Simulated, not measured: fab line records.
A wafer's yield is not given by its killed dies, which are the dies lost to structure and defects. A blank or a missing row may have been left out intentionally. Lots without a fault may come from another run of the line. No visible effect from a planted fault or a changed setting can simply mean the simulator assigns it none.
Which tool was responsible?	flow nand harc	at 1 step of a route of 1302, 6 lots with 18 wafers sampled

== WHAT THE GAUGES SHOWED, per wafer ==
NHARC_A_M1_THK_MEAS_24: measures by xrf.
lot	measured	on	thk nm (nm)
L401	day 24 02:59	film metro-01	157.7 155.8 154.8
L404	day 25 09:28	film metro-01	154.6 154.1 155.1
L409	day 27 16:15	film metro-01	155.5 154.6 156.0
L414	day 30 02:29	film metro-02	156.6 155.6 154.6
L419	day 31 15:44	film metro-01	153.9 154.9 154.5
L421	day 32 12:40	film metro-02	154.8 153.1 153.0

== WHAT TOOL EACH LOT RAN ON (gives the tool, then ch and the chambers of the sampled wafers, and finally the start) ==
Record: no process step prior to these readings.

== THE ANSWER, worked out from the rows above alone ==
Rule: the usual values come from the lots themselves. Put in order of their means at a reading, lots are off if they are a third of the lots or fewer, leave a main group of 4 or more, and stand apart from it by a gap of 3 or more times the standard deviation of the main group's means; of several such gaps the widest counts. The tables above print the reading to a certain number of digits; a main group whose means all agree to those digits is not used. Also off: a lot with no number at a reading for which 4 or more lots have one. All remaining lots with rows at the step are treated as sound.
Nothing can be told from this: no lot is off at any reading shown.

== WHAT THE SIMULATOR PUT IN ==
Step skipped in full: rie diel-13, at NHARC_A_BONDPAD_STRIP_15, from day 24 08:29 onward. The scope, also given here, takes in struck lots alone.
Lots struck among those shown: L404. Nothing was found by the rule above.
